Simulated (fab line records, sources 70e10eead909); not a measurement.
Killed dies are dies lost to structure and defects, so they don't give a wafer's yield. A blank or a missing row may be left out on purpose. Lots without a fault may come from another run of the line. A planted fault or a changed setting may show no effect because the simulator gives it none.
A struck lot beside a sound one | flow nand_harc | 13 steps out of a route of 1159
Sound: wafers L134.1, L134.5, L134.6. Struck: wafers L141.1, L141.3, L141.4. The cause comes at the end.
At each step with rows: each side's tool, then ch and its chambers, then its first start. Under that, the readings that differ: sound wafers | struck wafers | difference of the means | sigmas: that difference in standard deviations of wafers without a fault.
alike: readings whose means differ by less than 2 such deviations, and words and numbers that are the same on both sides. not compared: withheld readings, readings that some wafer has no value for, bounds like >300 that may hide the same value, and numbers for which the record gives no deviation and whose values overlap.
The two part at a step that has a row with sigmas, a row that says differs or no value, or rows on one side only. Numbers that don't overlap but have no deviation are shown without sigmas and don't part them. A reading that every wafer of one side lacks parts them only if that side has two wafers or more.

first, 1 step without rows for these wafers: NHARC_THIN_TSV_SRD_23.
NHARC_THIN_TSV_DEGAS_53: time 60 s.
  sound on pvd_sputter-01, day 21 08:25; struck on pvd_sputter-03, day 22 23:00
  alike: heater_power_w
NHARC_THIN_TSV_PRE_CLEAN_54: time 30 s.
  sound on pvd_sputter-01, day 21 08:29; struck on pvd_sputter-03, day 22 23:05
  alike: heater_power_w
then, 9 steps without rows for these wafers: NHARC_THIN_TSV_PVD_55 (deposits TiN, target thk 50 nm); NHARC_THIN_TSV_PVD_24 (deposits Al, target thk 800 nm); NHARC_THIN_TSV_DEHYDRATE_25 (time 120 s); NHARC_THIN_TSV_HMDS_26 (time 30 s); NHARC_THIN_TSV_COAT_27; NHARC_THIN_TSV_SOFTBAKE_28 (time 95 s); NHARC_THIN_TSV_EBR_29; NHARC_THIN_TSV_EXPOSE_30 (exposes mask PAD); NHARC_THIN_TSV_PEB_31 (peb time 85 s).
NHARC_THIN_TSV_DEVELOP_32: time 70 s.
  sound on litho_track-07 ch 0, day 21 09:00; struck on litho_track-03, day 23 00:00
  no value came back on the struck wafers for chill_plate_temp_C (C), exhaust_pa (Pa); on the sound wafers chill_plate_temp_C (C) reads 23.16 23.01 22.99

WHERE THEY PART
Only at NHARC_THIN_TSV_DEVELOP_32, within this record.

WHY: what the simulator had put in
Skipped step whole: litho_track-03, from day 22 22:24 on, at NHARC_THIN_TSV_DEVELOP_32. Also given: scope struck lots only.
